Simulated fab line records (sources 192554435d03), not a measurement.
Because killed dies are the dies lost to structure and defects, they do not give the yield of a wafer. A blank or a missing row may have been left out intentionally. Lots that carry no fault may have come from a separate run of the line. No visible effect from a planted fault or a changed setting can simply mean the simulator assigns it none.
8D (eight disciplines) problem report, filled in by code ; flow n5Finfet ; the parts of the form that need people (team, actions taken, sign-off) are left out

== 1. PROBLEM STATEMENT ==
At N5_SD_EPI_N_COAT_03, spinSpeedRpm averages 1758.7 rpm over 6 wafers from 2 lots, while fault-free wafers read 1499.9 rpm, standard deviation 0.81. So: +99 or more standard deviations from the usual mean.
The step: resist thk 150 nm.
Earliest sighting: wafer L447.1 on lithoTrack-03 at day 4 18:29. At this step, 27 wafers from 9 lots have a number in the record. By rule, "out" or "out of limits" means more than 4 standard deviations away from the usual mean. Any other wafer with a number is counted as sound.

== 2. WHAT IT IS, AND WHAT IT ISN'T ==
question;is;is not
which readings at this step;spinSpeedRpm;-
which lots;L447, L448;L442, L443, L444, L457, L458, L460, L461
which wafers of those lots;all that have a number;-
read on which tools;lithoTrack-03;lithoTrack-02
when;from day 4 18:29;"up to then (9 sound wafers); but 12 sound wafers of L457, L458, L460, L461 came after"

== 3. SUSPECTS, AND WHAT RULES EACH OUT ==
Counting: any tool at a process step up to the reading is kept as a suspect provided that every lot that is out went through it and no sound lot did after the first of them.
- lithoTrack-03 at N5_SD_EPI_N_COAT_03 (resist thk 150 nm): ruled out as a lasting fault. After its first lot that is out, L447 (day 4 18:29), sound lots L461 ran on it.
Left after counting: nothing in the record.

== 4. THE CAUSE (what the simulator had put in) ==
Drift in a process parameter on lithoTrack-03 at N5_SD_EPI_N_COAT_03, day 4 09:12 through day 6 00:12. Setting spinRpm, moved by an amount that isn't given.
Counting ruled it out, wrongly.

== 5. SEQUENCE OF EFFECTS, ordered by route ==
Rows list readings where the struck wafers' mean (over those with a number) sits beyond 3 standard deviations from the usual. Only readings whose record carries a usual standard deviation are examined. hours: median over the lots of the time between each lot's start at the first step of this table that gives one and its start at this step. sigmas: the change, counted in usual standard deviations.
hours;step;reading;usual;on struck wafers;change;sigmas
0;N5_SD_EPI_N_COAT_03;spinSpeedRpm;1499.9 rpm;1758.7;+258.8;+99 or more
Here are the process steps it includes:
- N5_SD_EPI_N_COAT_03: resist thk 150 nm.
At these later measuring or inspecting steps, every struck wafer for which the step has a row has a number for every such reading, and none has moved that far: N5_BEOL_M4_RC_MEAS_101.

== 6. HOW IT WOULD HAVE BEEN CAUGHT EARLIER ==
9 hours passed between the start of the fault at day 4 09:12 and the first reading out of limits in this record, taken at day 4 18:29.
